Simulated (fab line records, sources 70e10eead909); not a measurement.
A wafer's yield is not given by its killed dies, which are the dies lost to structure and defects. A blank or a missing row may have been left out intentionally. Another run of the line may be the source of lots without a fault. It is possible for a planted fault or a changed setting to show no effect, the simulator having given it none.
Matching of chambers ; flow nand_harc ; NHARC_A_STAIRCASE_ETCHBACK_157 on rie_diel-13 has 4 sister chambers
The step etches the open film in CH3F/O2, target depth 90 nm, time 167.14 s. 16 wafers are shown with their chamber, then 8 later ones without.

== EACH WAFER AND ITS CHAMBER ==
wafer;chamber;drypump_motor_current_A (A);showerhead_plenum_p_Torr (Torr);rf_vpp_V (V)
L074.1;3;5.8;2.65;246.5
L074.3;1;6.5;2.65;246.5
L074.5;3;5.9;2.65;248.0
L078.4;0;5.9;2.60;245.6
L078.5;0;5.9;2.60;245.5
L078.6;1;6.5;2.65;248.3
L078.1;2;5.4;2.35;242.3
L078.2;1;6.5;2.65;246.2
L078.3;3;5.8;2.64;248.0
L079.1;1;6.5;2.64;248.3
L079.4;3;5.9;2.64;247.2
L079.6;1;6.5;2.64;247.6
L082.2;3;5.8;2.64;246.2
L082.3;2;5.4;2.35;243.4
L082.6;0;5.9;2.59;247.4
L085.1;3;5.9;2.63;248.1

SIGNATURES (means of the wafers above)
reading;chamber 0;chamber 1;chamber 2;chamber 3;scatter within a chamber
drypump_motor_current_A;5.900;6.500;5.400;5.850;0.0354
showerhead_plenum_p_Torr;2.5967;2.6460;2.3500;2.6417;0.00626
rf_vpp_V;246.167;247.380;242.850;247.333;0.925
Rule: for each reading, subtract the chamber's mean from the wafer's reading, divide by that reading's scatter and square the result; add these up over the readings and take the root, which gives the wafer's distance from the chamber. The wafer belongs to the nearest chamber; if the next one is less than 2 further off, it can't be placed. The scatter: take each reading less its chamber's mean, square it, sum over the shown wafers, divide by the number of wafers less the number of chambers, and take the root.

== WAFERS WHOSE CHAMBER IS MISSING ==
wafer;drypump_motor_current_A (A);showerhead_plenum_p_Torr (Torr);rf_vpp_V (V)
L085.2;5.4;2.35;243.3
L085.6;5.9;2.63;246.3
L088.1;5.9;2.63;246.5
L088.2;5.9;2.58;246.2
L088.3;5.4;2.34;243.2
L092.1;6.5;2.63;246.6
L092.3;5.9;2.58;246.7
L092.6;5.9;2.58;245.9

== CHAMBER TAKEN BY EACH ==
wafer;from the rows above;in truth
L085.2;2;2
L085.6;3;3
L088.1;3;3
L088.2;0;0
L088.3;2;2
L092.1;1;1
L092.3;0;0
L092.6;0;0
8 of 8 placed correctly. Left unplaced by these rows: 0. Wrongly placed: 0.
